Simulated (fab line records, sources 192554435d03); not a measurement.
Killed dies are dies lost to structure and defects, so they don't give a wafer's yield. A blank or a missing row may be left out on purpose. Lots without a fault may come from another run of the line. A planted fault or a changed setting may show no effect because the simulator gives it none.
Which tool did it? | flow n5_finfet | 11 lots, 33 wafers sampled, at 3 steps of a route of 1938

WHAT THE GAUGES READ, wafer by wafer
N5_BEOL_M11_RS_MEAS_57: measures by four-point-probe.
lot  | measured     | on            | M11_RS (ohm/sq)
L891 | day 12 00:06 | film_metro-02 | 0.1511 0.1513 0.1508
L890 | day 12 00:20 | film_metro-01 | 0.1526 0.1532 0.1550
L894 | day 13 00:16 | film_metro-01 | 0.1505 0.1548 0.1503
L895 | day 13 04:19 | film_metro-02 | 0.1492 0.1517 0.1510
L896 | day 14 04:56 | film_metro-01 | 0.1518 0.1522 0.1539
L897 | day 16 04:03 | film_metro-01 | 0.1508 0.1511 0.1506
L902 | day 16 08:50 | film_metro-01 | 0.1531 0.1536 0.1538
L901 | day 16 11:04 | film_metro-01 | 0.1490 0.1538 0.1476
L904 | day 16 15:47 | film_metro-01 | 0.1514 0.1464 0.1576
L907 | day 17 11:08 | film_metro-01 | 0.1521 0.1489 0.1524
L909 | day 18 06:41 | film_metro-01 | 0.1521 0.1526 0.1543

N5_BEOL_M12_CD_MEAS_17: target cd 140 nm.
lot  | measured     | on        | cd_nm (nm)
L891 | day 12 01:20 | cd_sem-01 | 138.9 139.3 141.7
L890 | day 12 01:45 | cd_sem-02 | 139.6 140.2 139.4
L894 | day 13 01:23 | cd_sem-01 | 139.9 139.4 140.5
L895 | day 13 05:32 | cd_sem-03 | 141.1 141.1 140.3
L896 | day 14 06:08 | cd_sem-02 | 140.7 141.3 140.7
L897 | day 16 05:08 | cd_sem-02 | 140.8 140.4 139.0
L902 | day 16 09:56 | cd_sem-02 | 138.8 137.2 137.6
L901 | day 16 12:09 | cd_sem-02 | 139.3 138.6 140.8
L904 | day 16 17:00 | cd_sem-01 | 140.4 137.7 140.2
L907 | day 17 12:16 | cd_sem-02 | 137.8 138.8 140.4
L909 | day 18 07:56 | cd_sem-01 | 138.3 141.2 139.3

WHICH TOOL RAN EACH LOT (tool, then ch and the chambers of the sampled wafers, then the start)
lot  | N5_BEOL_M12_STRIP_64
L891 | plasma_asher-01 ch 0,1, day 12 01:11
L890 | plasma_asher-02 ch 0,1, day 12 01:36
L894 | plasma_asher-02 ch 0,1, day 13 01:14
L895 | plasma_asher-02 ch 0,1, day 13 05:23
L896 | plasma_asher-01 ch 0,1, day 14 05:59
L897 | plasma_asher-02 ch 0,1, day 16 05:00
L902 | plasma_asher-01 ch 0,1, day 16 09:47
L901 | plasma_asher-01 ch 0,1, day 16 11:59
L904 | plasma_asher-02 ch 0,1, day 16 16:51
L907 | plasma_asher-02 ch 0,1, day 17 12:08
L909 | plasma_asher-02 ch 0,1, day 18 07:49
- N5_BEOL_M12_STRIP_64: strips in N2/H2.

WHAT THE TOOLS THEMSELVES READ (means of the sampled wafers that have a number; where no wafer has one, the mark that the record gives instead)
N5_BEOL_M12_STRIP_64.
lot  | tool            | drypump_motor_current_A (A) | heater_power_w (W) | n2_flow_sccm (sccm) | oes_product_au (a.u.) | strip_time_to_endpoint_s (s)
L891 | plasma_asher-01 | 5.72                        | 349                | 1747                | 0.718                 | 31.18
L890 | plasma_asher-02 | 5.87                        | 336                | 1746                | 0.716                 | 31.36
L894 | plasma_asher-02 | 5.82                        | 316                | 1750                | 0.715                 | 31.47
L895 | plasma_asher-02 | 5.88                        | 334                | 1744                | 0.715                 | 31.33
L896 | plasma_asher-01 | 5.70                        | 360                | 1753                | 0.716                 | 31.34
L897 | plasma_asher-02 | 5.79                        | 319                | 1746                | 0.713                 | 31.33
L902 | plasma_asher-01 | 5.70                        | 351                | 1755                | 0.712                 | 31.30
L901 | plasma_asher-01 | 5.69                        | 354                | 1751                | 0.714                 | 31.31
L904 | plasma_asher-02 | 5.80                        | 321                | 1747                | 0.714                 | 31.29
L907 | plasma_asher-02 | 5.80                        | 318                | 1755                | 0.714                 | 31.33
L909 | plasma_asher-02 | 5.85                        | 336                | 1745                | 0.713                 | 31.27

THE ANSWER, worked out from the rows above alone
Rule: what is usual is taken from the lots themselves. Put in order of their means at a reading, lots are off if they are a third of the lots or fewer, leave a main group of 4 or more, and stand apart from it by a gap of 3 or more times the standard deviation of the main group's means; of several such gaps the widest counts. A main group whose means are all the same, to the digits that the tables above print for the reading, isn't used. A lot without any number at a reading at which 4 lots or more have one is off too. The other lots that the step has rows for count as sound. The gauges are gone through in route order, then the tools' own readings, and for those a lot's mean is taken as printed above. The first step at which some lot is off is used, and at that step the reading that is off furthest; a lot without a number counts as furthest.
No lot is off at any reading shown: from this, nothing can be told.

WHAT THE SIMULATOR HAD PUT IN
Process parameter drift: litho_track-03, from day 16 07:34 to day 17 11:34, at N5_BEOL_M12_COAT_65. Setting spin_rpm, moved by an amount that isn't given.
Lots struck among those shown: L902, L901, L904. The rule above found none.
